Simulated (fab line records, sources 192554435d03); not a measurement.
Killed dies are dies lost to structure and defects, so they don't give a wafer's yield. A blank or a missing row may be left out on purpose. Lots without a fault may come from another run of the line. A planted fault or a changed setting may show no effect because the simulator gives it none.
Which tool did it? | flow n5_finfet | 12 lots, 36 wafers sampled, at 6 steps of a route of 1938

WHAT THE GAUGES READ, wafer by wafer
N5_MOL_CONTACT_COAG_OVL_MEAS_09.
lot  | measured     | on         | CA_OVL (nm)
L075 | day 5 02:02  | overlay-02 | -0.5 -0.6 -0.5
L077 | day 5 12:49  | overlay-02 | -0.1 0.9 -1.0
L078 | day 5 23:53  | overlay-01 | -1.2 0.5 -1.0
L081 | day 6 14:25  | overlay-01 | -0.1 -1.0 -0.5
L083 | day 7 01:12  | overlay-02 | 0.8 0.2 0.1
L085 | day 7 22:01  | overlay-01 | 0.3 0.8 -0.8
L087 | day 8 00:08  | overlay-02 | -0.2 -0.2 -0.5
L089 | day 8 13:29  | overlay-02 | -0.6 -1.8 -1.6
L091 | day 9 04:07  | overlay-01 | -1.4 -0.7 -1.1
L093 | day 9 14:50  | overlay-02 | -0.7 -0.5 -1.2
L095 | day 10 01:44 | overlay-02 | 1.1 -0.3 -0.4
L097 | day 10 12:09 | overlay-02 | -1.1 -0.4 -1.4

WHICH TOOL RAN EACH LOT (tool, then ch and the chambers of the sampled wafers, then the start)
lot  | N5_GATE_CUT_STRIP_59               | N5_GATE_CUT_SAC_CAP_01            | N5_GATE_CUT_PECVD_57           | N5_GATE_CUT_VAPOR_ETCH_51         | N5_GATE_CUT_CMP_61
L075 | rie_diel-04 ch 0,1,2, day 4 17:09  | ald_sin-03 ch 2,3, day 4 18:27    | pecvd-02 ch 1,2, day 4 20:39   | rie_metal-01 ch 0,1, day 4 22:16  | cmp-02 ch 0,1,3, day 5 01:31
L077 | rie_diel-04 ch 0,1,2, day 5 05:38  | ald_sin-04 ch 1,2,3, day 5 05:52  | pecvd-03 ch 1,2, day 5 08:03   | rie_metal-02 ch 0,1, day 5 09:44  | cmp-02 ch 0,1,3, day 5 12:15
L078 | rie_diel-01 ch 1,2,3, day 5 16:50  | ald_sin-03 ch 0,1,2, day 5 17:03  | pecvd-04 ch 0,1, day 5 19:14   | rie_metal-02 ch 0,1, day 5 20:46  | cmp-01 ch 0,1,2, day 5 23:21
L081 | rie_diel-01 ch 1,2, day 6 07:08    | ald_sin-04 ch 1,2, day 6 07:21    | pecvd-03 ch 0,1,2, day 6 09:32 | rie_metal-03 ch 0, day 6 11:19    | cmp-04 ch 0,1,2, day 6 13:51
L083 | rie_diel-02 ch 0,2, day 6 17:29    | ald_sin-02 ch 2,3, day 6 17:41    | pecvd-03 ch 0,1,2, day 6 19:53 | rie_metal-02 ch 0,1, day 6 21:53  | cmp-02 ch 0,1,3, day 7 00:40
L085 | rie_diel-01 ch 0,3, day 7 06:05    | ald_sin-04 ch 1,2,3, day 7 06:18  | pecvd-02 ch 0,1,2, day 7 08:29 | rie_metal-02 ch 0,1, day 7 10:00  | cmp-04 ch 1,3, day 7 12:32
L087 | rie_diel-01 ch 0,2,3, day 7 16:58  | ald_sin-04 ch 1,3, day 7 17:11    | pecvd-03 ch 0,1,2, day 7 19:24 | rie_metal-01 ch 0,1, day 7 21:05  | cmp-02 ch 1,2,3, day 7 23:37
L089 | rie_diel-01 ch 0,1,2, day 8 06:13  | ald_sin-04 ch 0,1, day 8 06:43    | pecvd-04 ch 0,2, day 8 08:55   | rie_metal-01 ch 0,1, day 8 10:26  | cmp-01 ch 2,3, day 8 12:56
L091 | rie_diel-04 ch 0,1,2, day 8 17:22  | ald_sin-02 ch 0,1,2, day 8 17:55  | pecvd-02 ch 1,2, day 8 20:06   | rie_metal-03 ch 0,1, day 8 21:55  | cmp-01 ch 0,2,3, day 9 03:25
L093 | rie_diel-02 ch 0,1,3, day 9 07:26  | ald_sin-02 ch 0,2,3, day 9 07:39  | pecvd-03 ch 0,1,2, day 9 09:51 | rie_metal-03 ch 0,1, day 9 11:47  | cmp-04 ch 1,2,3, day 9 14:20
L095 | rie_diel-04 ch 0,2,3, day 9 18:45  | ald_sin-03 ch 0,1, day 9 18:58    | pecvd-04 ch 0,1,2, day 9 21:10 | rie_metal-02 ch 0,1, day 9 22:40  | cmp-01 ch 0,2,3, day 10 01:13
L097 | rie_diel-04 ch 1,2,3, day 10 04:53 | ald_sin-03 ch 0,2,3, day 10 05:07 | pecvd-02 ch 0,1, day 10 07:19  | rie_metal-03 ch 0,1, day 10 09:05 | cmp-02 ch 1,2, day 10 11:35
- N5_GATE_CUT_STRIP_59: strips in N2/H2, time 20 s.
- N5_GATE_CUT_SAC_CAP_01: material SiNx, target thk 24 nm, pulse time 1 s, ald cycles 480.
- N5_GATE_CUT_PECVD_57: deposits SiNx from SiH4/NH3/N2, target thk 21 nm.
- N5_GATE_CUT_VAPOR_ETCH_51: etches HfO2 in BCl3/Cl2.
- N5_GATE_CUT_CMP_61: polishes, stops on SiNx, t overpolish 3 s.

THE ANSWER, worked out from the rows above alone
Rule: what is usual is taken from the lots themselves. Put in order of their means at a reading, lots are off if they are a third of the lots or fewer, leave a main group of 4 or more, and stand apart from it by a gap of 3 or more times the standard deviation of the main group's means; of several such gaps the widest counts. A main group whose means are all the same, to the digits that the tables above print for the reading, isn't used. A lot without any number at a reading at which 4 lots or more have one is off too. The other lots that the step has rows for count as sound.
No lot is off at any reading shown: from this, nothing can be told.

WHAT THE SIMULATOR HAD PUT IN
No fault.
